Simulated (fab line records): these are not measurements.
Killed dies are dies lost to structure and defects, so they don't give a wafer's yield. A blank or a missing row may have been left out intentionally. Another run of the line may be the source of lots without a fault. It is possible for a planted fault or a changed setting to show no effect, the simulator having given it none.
A lot that was struck, set against a sound lot | flow n5 finfet | 36 steps out of a route of 1938
Sound: these wafers, L188.1, L188.5, L188.6. Struck: wafer L198.2 (left out: L198.4, a lot-mate that was not struck); the cause follows at the end.
For every step that has rows: the tool of each side, followed by ch and its chambers, followed by its first start. Under that, the readings that differ: sound wafers | struck wafers | difference of the means | sigmas: that difference in standard deviations of wafers without a fault.
alike: a reading whose means differ by less than 2 such deviations, as well as words and numbers matching on both sides. not compared: withheld readings; readings where some wafer has no value; bounds like >300 that might hide an equal value; numbers whose values overlap and for which the record gives no deviation.
Wherever a step has rows on one side only, a row that says differs or no value, or a row with sigmas, the two part there. When numbers do not overlap yet have no deviation, they are printed without sigmas and do not part them. A reading missing from all wafers of one side parts the sides only when that side holds two or more wafers.

N5_BEOL_M7_CD_MEAS_28 targets a cd of 40 nm.
  sound on cd sem-02 ch 0, day 8 23:56; struck on cd sem-01 ch 0, day 11 04:15
  alike: cd nm
N5_BEOL_M7_OVL_MEAS_29:
  sound on overlay-01 ch 0, day 8 23:58; struck on overlay-01 ch 0, day 11 04:17
  alike: V6_OVL
N5_BEOL_M7_INSPECT_30: inspects for defects (brightfield).
  sound on defect inspect-01 at day 9 00:01; struck on defect inspect-02 at day 11 04:20
  alike: raw defect count
N5_BEOL_M7_DESCUM_33: chemistry O2, time 7 s.
  sound on rie diel-05 ch 1,2,3, day 9 01:01; struck on rie diel-04 ch 2, day 11 04:22
  alike: drypump motor current A, oes product au, rf vpp V, showerhead plenum p Torr, throttle valve pct
  not compared: rf hours counter h
then, 8 steps without rows for these wafers: N5_BEOL_M7_ETCH_72 (etches underlayer in N2/H2, target depth 6.5 nm, time 5.2 s); N5_BEOL_M7_ETCH_65 (etches SiARC in CF4, target depth 15.6 nm, time 26 s); N5_BEOL_M7_ETCH_66 (etches SOC in N2/H2, target depth 80 nm, overetch 16 nm, time 120 s); N5_BEOL_M7_STRIP_69 (strips in N2/H2); N5_BEOL_M7_STRIP_73 (strips in N2/H2); N5_BEOL_M7_VIA_ETCH_34 (etches SiCOH lowk in C4F6/O2, target depth 125.5 nm, time 50.5 s); N5_BEOL_M7_STRIP_76 (strips in C4F6/O2); N5_BEOL_M7_STRIP_36 (strips in N2/H2).
N5_BEOL_M7_TRENCH_ETCH_37: etches SiCOH lowk in C4F6/O2, target depth 93.478 nm, time 31.2 s.
  sound on rie diel-05 ch 1,2,3, day 9 01:17; struck on rie diel-04 ch 2, day 11 04:38
  reading                             | sound            | struck | difference | sigmas
  model.etch.depth nm (nm)            | 92.1 94.06 95.73 | 87.15  | -6.81      |
  model.BEOL_M7.feature depth nm (nm) | 92 94 95.8       | 87.2   | -6.7       |
  alike: drypump motor current A, oes product au, rf vpp V, showerhead plenum p Torr, throttle valve pct
  not compared: rf hours counter h
then, 2 steps without rows for these wafers: N5_BEOL_M7_ETCH_41 (etches SiCN in CH3F/O2, target depth 31.9 nm, time 57.8 s); N5_BEOL_M7_STRIP_80 (strips in N2/H2, time 10 s).
N5_BEOL_M7_OCD_MEAS_38:
  sound on ocd-02 at day 9 01:26; struck on ocd-01 at day 11 04:48
  reading              | sound          | struck | difference | sigmas
  trench depth nm (nm) | 92.5 94.1 95.3 | 87.0   | -7.0       | -5
then, 4 steps without rows for these wafers: N5_BEOL_M7_HM_STRIP_39 (strips TiN in peroxide tin strip, target depth 25 nm, time 158 s); N5_BEOL_M7_SRD_40 (time 30 s); N5_BEOL_M7_PRECLEAN_42 (cleans in residue remover, time 60 s); N5_BEOL_M7_SRD_43 (time 30 s).
N5_BEOL_M7_CD_MEAS_35 targets a cd of 40 nm.
  sound on cd sem-01 at day 9 01:35; struck on cd sem-03 at day 11 04:57
  alike: cd nm
N5_BEOL_M7_CURE_75: cures SiCOH lowk, time 120 s.
  sound on uv cure-01 ch 2, day 9 01:38; struck on uv cure-01 ch 1, day 11 05:02
  alike: lamp power pct, wafer_temp_C_max
N5_BEOL_M7_DEGAS_44: time 60 s.
  sound on pvd sputter-03 at day 9 02:00; struck on pvd sputter-02 at day 11 05:26
  alike: heater power w
then, 1 step without rows for these wafers: N5_BEOL_M7_PRE_CLEAN_45 (time 30 s).
N5_BEOL_M7_ALD_77: deposits TaN, target thk 2 nm, pulse time 2 s, purge time 3 s.
  sound on ald metal-03 ch 0,1,2, day 9 02:06; struck on ald metal-04 ch 2, day 11 05:32
  alike: heater power w
then, 5 steps without rows for these wafers: N5_BEOL_M7_SURFACE_TREAT_79; N5_BEOL_M7_CVD_78 (deposits Co from CCTBA/H2, target thk 2 nm, time 142.3 s); N5_BEOL_M7_SPUTTER_48 (material Cu, target thk 10 nm, time 1.667 s); N5_BEOL_M7_ECD_50 (material Cu, target thk 300 nm); N5_BEOL_M7_ANNEAL_51 (time 90 s).
N5_BEOL_M7_CMP_52: polishes, stops on SiCOH lowk, t overpolish 6.9 s, target thk 80 nm.
  sound on cmp-03 ch 0,1,2, day 9 03:59; struck on cmp-02 ch 0, day 11 06:41
  reading                                | sound          | struck | difference | sigmas
  model.Cu_of_BEOL_M7_ECD_50.thk nm (nm) | 78.4 82.2 82.8 | 74.6   | -6.5       |
  alike: barrier field endpoint s, motor current A, overpolish run s, time to endpoint s
N5_BEOL_M7_THK_MEAS_53: measures by xrf.
  sound on film metro-01 at day 9 04:10; struck on film metro-01 at day 11 06:57
  reading     | sound          | struck | difference | sigmas
  M7_THK (nm) | 78.4 82.0 82.8 | 74.5   | -6.6       | -4
then, 1 step without rows for these wafers: N5_BEOL_M7_PRE_CLEAN_55 (time 15 s).
N5_BEOL_M7_DEP_56: deposits SiCN from 3MS/NH3, target thk 10 nm, time 17.5 s.
  sound on pecvd-01 ch 1,2, day 9 04:14; struck on pecvd-04 ch 0, day 11 07:01
  alike: showerhead plenum p Torr, throttle valve pct
N5_BEOL_M7_RS_MEAS_57: the measuring method here is four-point-probe.
  sound on film metro-01 at day 9 04:18; struck on film metro-02 at day 11 07:07
  reading        | sound             | struck | difference | sigmas
  M7_RS (ohm/sq) | 0.293 0.278 0.275 | 0.310  | +0.028     | +4
N5_BEOL_M7_INSPECT_58: inspects for defects (darkfield).
  sound on defect inspect-02 at day 9 04:19; struck on defect inspect-01 at day 11 07:08
  alike: raw defect count

## WHERE THEY PART
First at N5_BEOL_M7_OCD_MEAS_38; last, within this record, at N5_BEOL_M7_RS_MEAS_57. Later steps at which nothing parts them and some readings are alike: N5_BEOL_M7_INSPECT_58.

WHY: whatever the simulator had introduced
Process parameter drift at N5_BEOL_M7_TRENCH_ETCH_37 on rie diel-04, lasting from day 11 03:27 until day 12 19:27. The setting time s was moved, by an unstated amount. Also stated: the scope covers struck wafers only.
